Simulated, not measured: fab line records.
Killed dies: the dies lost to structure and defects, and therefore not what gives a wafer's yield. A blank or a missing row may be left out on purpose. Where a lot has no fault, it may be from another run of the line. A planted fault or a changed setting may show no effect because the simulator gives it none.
Which tool was responsible?	flow n5-finfet	14 lots with 42 wafers sampled at 4 steps, on a route of 1938 steps

== WHAT THE GAUGES READ, wafer by wafer ==
N5_BEOL_M0_CUTY_CD_MEAS_57: target cd 200 nm. Usual: 200.2 nm for cd-nm, sd 0.91.
lot	measured	on	cd-nm (nm)	flag
L656	day 5 17:02	cd-sem-03	202.2 201.6 202.2	
L657	day 5 21:14	cd-sem-02	200.8 200.9 200.1	
L658	day 6 08:13	cd-sem-03	198.0 198.6 199.4	
L663	day 7 09:43	cd-sem-02	199.6 200.8 200.7	
L662	day 7 12:08	cd-sem-01	199.5 201.3 200.8	
L664	day 7 22:17	cd-sem-03	199.6 198.2 199.5	
L665	day 7 23:28	cd-sem-02	199.6 200.8 199.4	
L666	day 8 11:29	cd-sem-03	199.6 199.5 199.8	
L668	day 8 23:02	cd-sem-03	200.6 199.8 201.0	
L671	day 9 15:11	cd-sem-02	- - -	OFF
L672	day 9 20:38	cd-sem-03	- - -	OFF
L676	day 10 16:26	cd-sem-03	198.7 199.5 199.2	
L678	day 11 06:32	cd-sem-03	200.7 201.2 200.0	
L679	day 11 14:43	cd-sem-01	202.2 200.9 200.3	

== WHAT TOOL EACH LOT RAN ON (gives the tool, then ch and the chambers of the sampled wafers, and finally the start) ==
lot	N5_BEOL_M0_SAQP_CUT_ETCH_46	N5_BEOL_M0_SAQP_STRIP_75	N5_BEOL_M0_CUTY_PEB_55
L656	rie-diel-03 ch 1,2,3, day 5 15:45	rie-diel-02 ch 0,2,3, day 5 16:46	litho-track-05 ch 0, day 5 16:58
L657	rie-diel-02 ch 0,2,3, day 5 20:08	rie-diel-03 ch 0,1,2, day 5 20:58	litho-track-03 ch 0, day 5 21:10
L658	rie-diel-03 ch 1,2,3, day 6 07:00	rie-diel-04 ch 1,3, day 6 07:50	litho-track-03 ch 0, day 6 08:09
L663	rie-diel-02 ch 1,3, day 7 08:19	rie-diel-03 ch 0,1,3, day 7 09:19	litho-track-03 ch 0, day 7 09:39
L662	rie-diel-02 ch 0,1, day 7 10:55	rie-diel-03 ch 0,1, day 7 11:44	litho-track-05 ch 0, day 7 12:04
L664	rie-diel-03 ch 0,1,2, day 7 20:50	rie-diel-04 ch 0,2,3, day 7 22:00	litho-track-05 ch 0, day 7 22:13
L665	rie-diel-04 ch 0,2, day 7 22:14	rie-diel-02 ch 0,2,3, day 7 23:04	litho-track-05 ch 0, day 7 23:23
L666	rie-diel-03 ch 1,2,3, day 8 09:31	rie-diel-03 ch 0,1,2, day 8 11:14	litho-track-05 ch 0, day 8 11:26
L668	rie-diel-03 ch 0,2,3, day 8 21:20	rie-diel-04 ch 0,1,3, day 8 22:38	litho-track-02 ch 0, day 8 22:58
L671	rie-diel-02 ch 0,1,3, day 9 14:05	rie-diel-04 ch 0,1,2, day 9 14:55	litho-track-03, day 9 15:07
L672	rie-diel-04 ch 1,2,3, day 9 19:32	rie-diel-02 ch 0,2, day 9 20:22	litho-track-02, day 9 20:34
L676	rie-diel-03 ch 2,3, day 10 15:21	rie-diel-03 ch 2,3, day 10 16:11	litho-track-02 ch 0, day 10 16:23
L678	rie-diel-03 ch 1,2,3, day 11 04:50	rie-diel-03 ch 1,2,3, day 11 06:08	litho-track-03 ch 0, day 11 06:28
L679	rie-diel-02 ch 0,1,2, day 11 13:19	rie-diel-02 ch 0,1,2, day 11 14:20	litho-track-03 ch 0, day 11 14:40
- N5_BEOL_M0_SAQP_CUT_ETCH_46: etches SOC in N2/H2, target depth 135 nm, overetch 27 nm, time 202.5 s.
- N5_BEOL_M0_SAQP_STRIP_75: strips in CF4.
- N5_BEOL_M0_CUTY_PEB_55: peb time 60 s.

== AS READ BY THE TOOLS THEMSELVES (means over the sampled wafers that have a number; for cases with no such wafer, the mark the record gives instead) ==
N5_BEOL_M0_SAQP_CUT_ETCH_46. Usual: bias-w 150.0 W, standard deviation 0.44; drypump-motor-current-A 5.9 A, standard deviation 0.48; rf-vpp-V 523.5 V, standard deviation 2.5; showerhead-plenum-p-Torr 2.53 Torr, standard deviation 0.087; throttle-valve-pct 17.79 %, standard deviation 0.11.
lot	tool	bias-w (W)	drypump-motor-current-A (A)	rf-vpp-V (V)	showerhead-plenum-p-Torr (Torr)	throttle-valve-pct (%)	flag
L656	rie-diel-03	150.2	5.7	522.8	2.50	17.80	
L657	rie-diel-02	149.8	6.0	524.9	2.61	17.73	
L658	rie-diel-03	149.7	5.7	523.5	2.50	17.80	
L663	rie-diel-02	149.8	6.5	523.7	2.55	17.86	
L662	rie-diel-02	149.4	5.8	524.3	2.52	17.68	
L664	rie-diel-03	150.3	5.9	522.7	2.49	17.84	
L665	rie-diel-04	150.0	5.7	523.3	2.49	17.82	
L666	rie-diel-03	150.4	5.7	522.5	2.49	17.82	
L668	rie-diel-03	149.9	5.5	521.0	2.45	17.88	
L671	rie-diel-02	149.8	5.9	524.2	2.57	17.65	
L672	rie-diel-04	149.9	5.8	525.2	2.60	17.78	
L676	rie-diel-03	149.8	5.3	521.8	2.49	17.84	
L678	rie-diel-03	150.0	5.7	523.0	2.48	17.87	
L679	rie-diel-02	150.0	5.8	523.1	2.54	17.74	

N5_BEOL_M0_SAQP_STRIP_75. Usual: value, then standard deviation, for each; bias-power-w 74.98 W / 0.22; cf4-flow-sccm 150.0 sccm / 0.49; drypump-motor-current-A 5.8 A / 0.5; oes-product-au 0.168 a.u. / 0.0069; rf-vpp-V 270.8 V / 1.5; showerhead-plenum-p-Torr 1.77 Torr / 0.056; throttle-valve-pct 13.65 % / 0.12.
lot	tool	bias-power-w (W)	cf4-flow-sccm (sccm)	drypump-motor-current-A (A)	oes-product-au (a.u.)	rf-vpp-V (V)	showerhead-plenum-p-Torr (Torr)	throttle-valve-pct (%)	flag
L656	rie-diel-02	75.21	150.1	5.9	0.174	273.0	1.85	13.61	
L657	rie-diel-03	74.97	149.9	5.9	0.168	271.0	1.76	13.63	
L658	rie-diel-04	75.34	150.4	6.0	0.172	272.3	1.86	13.59	
L663	rie-diel-03	75.29	150.3	5.9	0.167	269.8	1.73	13.71	
L662	rie-diel-03	75.07	150.5	6.3	0.165	270.3	1.75	13.71	
L664	rie-diel-04	74.92	149.9	5.9	0.170	271.7	1.79	13.73	
L665	rie-diel-02	75.35	150.0	5.9	0.171	272.3	1.84	13.64	
L666	rie-diel-03	75.12	149.9	5.9	0.166	270.2	1.76	13.66	
L668	rie-diel-04	74.89	150.0	6.1	0.161	270.4	1.81	13.76	
L671	rie-diel-04	74.95	150.3	5.9	0.166	271.4	1.79	13.78	
L672	rie-diel-02	74.89	149.3	5.8	0.176	271.2	1.83	13.60	
L676	rie-diel-03	74.83	150.3	5.3	0.166	269.7	1.73	13.66	
L678	rie-diel-03	75.03	150.2	5.7	0.163	270.8	1.75	13.69	
L679	rie-diel-02	75.23	149.9	5.8	0.175	271.7	1.80	13.60	

N5_BEOL_M0_CUTY_PEB_55. Usual: chill-plate-temp-C 22.98 C, standard deviation 0.11; exhaust-pa 45.2 Pa, standard deviation 0.88.
lot	tool	chill-plate-temp-C (C)	exhaust-pa (Pa)	flag
L656	litho-track-05	22.96	45.7	
L657	litho-track-03	22.87	46.2	
L658	litho-track-03	23.06	44.8	
L663	litho-track-03	22.94	45.1	
L662	litho-track-05	23.06	44.3	
L664	litho-track-05	22.96	45.3	
L665	litho-track-05	23.02	45.4	
L666	litho-track-05	23.07	45.6	
L668	litho-track-02	23.04	44.5	
L671	litho-track-03	-	-	OFF
L672	litho-track-02	-	-	OFF
L676	litho-track-02	23.12	45.1	
L678	litho-track-03	23.09	45.6	
L679	litho-track-03	22.90	45.9	

== THE ANSWER, worked out from the rows above alone ==
Rule: a lot counts as off when the mean over its wafers that have a number is more than 3 standard deviations away from the usual mean. Also off: a lot with no number at a reading for which 4 or more lots have one. Any other lot the step has rows for is counted as sound. After the gauges, taken in route order, come the tools' own readings; for these a lot's mean is taken, as printed above. The first step at which some lot is off is used, and at that step the reading that is off furthest; a lot without a number counts as furthest.
Off at N5_BEOL_M0_CUTY_CD_MEAS_57 (cd-nm): L671, L672. Without a number there: L671, L672.
A tool fits if, at a process step before that reading, it ran every lot that is off, and no sound lot after the first of them. The gauges at N5_BEOL_M0_CUTY_CD_MEAS_57 aren't tried: what is off there is off at N5_BEOL_M0_CUTY_PEB_55 too, on other tools, and a gauge's error can't cause that. None of those tried fits.

== WHAT THE SIMULATOR PUT IN ==
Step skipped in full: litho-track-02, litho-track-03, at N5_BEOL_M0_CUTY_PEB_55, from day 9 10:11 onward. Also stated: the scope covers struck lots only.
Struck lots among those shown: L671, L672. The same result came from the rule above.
